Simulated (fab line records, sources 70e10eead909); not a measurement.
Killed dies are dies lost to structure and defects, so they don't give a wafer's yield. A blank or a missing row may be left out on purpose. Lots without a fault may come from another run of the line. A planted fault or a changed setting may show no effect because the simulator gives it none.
Problem report in the 8D (eight disciplines) form, filled by code | flow nand_harc | the parts of the form that need people (team, actions taken, sign-off) are left out

1. THE PROBLEM
cd_nm at NHARC_A_CHANNEL_HOLE_D1_CD_MEAS_10 reads a mean of 104.2 nm on 2 wafers of 2 lots; wafers without a fault read 99.9 nm with a standard deviation of 0.6. That is +7.2 standard deviations from the usual mean.
The step: target cd 100 nm.
First seen on wafer L306.3, day 11 00:18, on cd_sem-01. The record holds 36 wafers of 12 lots with a number at this step. Rule for "out", or "out of limits": more than 4 standard deviations from the usual mean. The other wafers with a number count as sound.

2. WHAT IT IS AND WHAT IT IS NOT
question                    | is                | is not
which readings at this step | cd_nm             | -
which lots                  | L306, L307        | L295, L296, L297, L298, L299, L300, L301, L305, L314, L318
which wafers of those lots  | L306.3, L307.3    | L306.2, L306.5, L307.1, L307.2
read on which gauges        | cd_sem-01         | cd_sem-02, cd_sem-03
when                        | from day 11 00:18 | up to then (23 sound wafers); but 11 sound wafers of L305, L307, L314, L318 came after

3. SUSPECTS, AND WHAT RULES EACH OUT
Counting: a tool at a process step up to the reading stays a suspect if it ran every lot that is out. Sound lots after the first of them don't rule it out here, since some wafers of a struck lot are sound.
- the gauge at NHARC_A_CHANNEL_HOLE_D1_CD_MEAS_10: kept. All the wafers that are out were read on cd_sem-01, and no step on other tools shows them out.
- litho_track-01 at NHARC_A_CHANNEL_HOLE_D1_PEB_08 (peb time 65 s): kept. It ran every lot that is out, first L306 (day 11 00:13); its last sound lot up to then is L300 (day 9 08:55).
Left after counting: litho_track-01 at NHARC_A_CHANNEL_HOLE_D1_PEB_08, cd_sem-01 at NHARC_A_CHANNEL_HOLE_D1_CD_MEAS_10.

4. THE CAUSE (what the simulator had put in)
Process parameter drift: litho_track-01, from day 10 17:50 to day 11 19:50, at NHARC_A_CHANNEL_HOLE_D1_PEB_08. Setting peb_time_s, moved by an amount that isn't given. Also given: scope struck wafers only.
Counting left 2 suspects, and this tool is among them.

5. THE CHAIN OF EFFECTS, in route order
Each row: a reading whose mean over the struck wafers that have a number lies more than 3 standard deviations from the usual. Only readings for which the record gives a usual standard deviation are gone through. hours: the time from each lot's start at the first step in this table that gives one to its start at this step, as a median over the lots. sigmas: the change in usual standard deviations.
hours | step                               | reading   | usual   | on struck wafers | change | sigmas
0     | NHARC_A_CHANNEL_HOLE_D1_CD_MEAS_10 | cd_nm     | 99.9 nm | 104.2            | +4.3   | +7.2
7     | NHARC_A_CHANNEL_HOLE_D1_CD_MEAS_30 | cd_nm     | 90.0 nm | 95.1             | +5.1   | +3.9
7     | NHARC_A_CHANNEL_HOLE_D1_XSEM_31    | bot_cd_nm | 74.6 nm | 78.9             | +4.3   | +3.3
The process steps in it:
- NHARC_A_CHANNEL_HOLE_D1_XSEM_31
Later measuring or inspecting steps at which every struck wafer that the step has a row for has a number for every such reading, and none has moved that far: NHARC_END_SORT_01.

6. WHAT WOULD HAVE CAUGHT IT SOONER
In this record the first reading out of limits at a measuring or inspecting step was taken at day 11 00:18, 6 hours after the fault began at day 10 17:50.
Of the lots that are out (2), L307 began NHARC_A_CHANNEL_HOLE_D1_PEB_08 on litho_track-01 after day 11 00:18. A hold on the tool at that time would have spared it.
